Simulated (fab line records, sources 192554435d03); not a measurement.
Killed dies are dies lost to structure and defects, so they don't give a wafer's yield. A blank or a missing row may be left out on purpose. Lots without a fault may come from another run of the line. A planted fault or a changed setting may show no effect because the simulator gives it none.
Split-lot experiment | flow n5_finfet | 7 lots, 21 wafers read, on a route of 1938 steps

THE SPLIT
At N5_BEOL_M5_COAT_71 (time 60 s, resist thk 5 nm), the setting spin_rpm was moved away from the recipe's 1500 rpm on 4 of the 21 wafers read, by -6.8% to +3.6%. The other wafers ran this setting at the recipe's value.

FROM THE SPLIT TO THE READING: what the file shows between them, 7 steps
- N5_BEOL_M5_COAT_05: resist thk 30 nm (also split here: spin_rpm)
- N5_BEOL_M5_EBR_07
- N5_BEOL_M5_SOFTBAKE_06: time 60 s
- N5_BEOL_M5_EXPOSE_08: exposes mask M5, target cd 28 nm
- N5_BEOL_M5_PEB_09: peb time 60 s
- N5_BEOL_M5_DEVELOP_10: develop time 30 s
- N5_BEOL_M5_DESCUM_16: chemistry O2, time 7 s

THE READING
etch.depth_nm (the simulator's own value, which no gauge read), in nm, at N5_BEOL_M5_ETCH_72 (etches underlayer in N2/H2, target depth 6.5 nm, time 5.2 s). The file gives no usual value for it. The 17 wafers here that ran the recipe average 5.005 nm, standard deviation 0.014 nm.

wafer  | tool, chamber at the split | spin_rpm as run, rpm | against the recipe | etch.depth_nm, nm | against lot-mates on the recipe
L076.1 | litho_track-01, 0          | 1500                 | recipe             | 4.997             | -
L076.3 | litho_track-01, 0          | 1500                 | recipe             | 4.993             | -
L076.4 | litho_track-01, 0          | 1500                 | recipe             | 5.009             | -
L086.2 | litho_track-01, 0          | 1500                 | recipe             | 5.026             | -
L086.3 | litho_track-01, 0          | 1399                 | -6.7%              | 5.193             | +0.170
L086.4 | litho_track-01, 0          | 1500                 | recipe             | 5.019             | -
L087.1 | litho_track-01, 0          | 1500                 | recipe             | 4.999             | -
L087.2 | litho_track-01, 0          | 1500                 | recipe             | 5.009             | -
L087.6 | litho_track-01, 0          | 1500                 | recipe             | 5.006             | -
L089.1 | litho_track-03, 0          | 1554                 | +3.6%              | 4.918             | -0.064
L089.4 | litho_track-03, 0          | 1554                 | +3.6%              | 4.902             | -0.080
L089.5 | litho_track-03, 0          | 1500                 | recipe             | 4.982             | -
L090.2 | litho_track-03, 0          | 1500                 | recipe             | 5.011             | -
L090.4 | litho_track-03, 0          | 1500                 | recipe             | 5.018             | -
L090.5 | litho_track-03, 0          | 1500                 | recipe             | 5.021             | -
L092.2 | litho_track-02, 0          | 1500                 | recipe             | 4.983             | -
L092.3 | litho_track-02, 0          | 1500                 | recipe             | 4.976             | -
L092.4 | litho_track-02, 0          | 1398                 | -6.8%              | 5.167             | +0.188
L094.1 | litho_track-01, 0          | 1500                 | recipe             | 5.012             | -
L094.5 | litho_track-01, 0          | 1500                 | recipe             | 5.007             | -
L094.6 | litho_track-01, 0          | 1500                 | recipe             | 5.021             | -

THE FIT
A straight line over all 21 wafers: etch.depth_nm changes by -0.026 nm for each +1% of spin_rpm; r = -0.97; the points scatter about the line by 0.015 nm.
The same after taking each lot's own level away (the mean of its wafers on the recipe; 21 wafers): -0.0249 nm for each +1%; r = -0.99; scatter 0.0084 nm.
On that fit, the largest move of spin_rpm shifts the reading by 0.17 nm.
The lots' own levels span 4.9795 to 5.0225 nm, that is 3.0 times the standard deviation above.
So the lot-to-lot level changes the slope little: the two slopes agree.
Check: with one of the wafers moved furthest among these (-6.8%) left out of the fit, the line predicts +0.161 nm for it against its lot-mates. It came out at +0.188 nm against them.

OTHER SPLITS ON THESE WAFERS
These wafers also went through other splits before the reading. Each is held against what the fit with the lots' levels taken away leaves over:
other split on the same wafers    | wafers away from the commonest value | r with etch.depth_nm (lot level and that fit taken away)
N5_BEOL_M0_CUTY_COAT_51 spin_rpm  | 4                                    | +0.30
N5_BEOL_M0_CUTY_DESCUM_61 time_s  | 7                                    | -0.15
N5_BEOL_M1_PECVD_72 time_s        | 11                                   | -0.24
N5_BEOL_M1_HM_DEP_02 target_thk_a | 5                                    | +0.24
N5_BEOL_M1_TRENCH_ETCH_37 bias_w  | 4                                    | +0.04
N5_BEOL_M2_ETCH_70 source_w       | 4                                    | -0.01
N5_BEOL_M2_VIA_ETCH_34 time_s     | 7                                    | -0.12
N5_BEOL_M2_DEP_57 time_s          | 8                                    | -0.04
N5_BEOL_M3_PECVD_72 time_s        | 9                                    | +0.33
N5_BEOL_M3_DEP_57 time_s          | 8                                    | -0.01
N5_BEOL_M5_COAT_05 spin_rpm       | 9                                    | +0.39

THE FILE'S OWN FIT
etch.depth_nm changes by -0.0257 nm for each +1% of spin_rpm, r = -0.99.
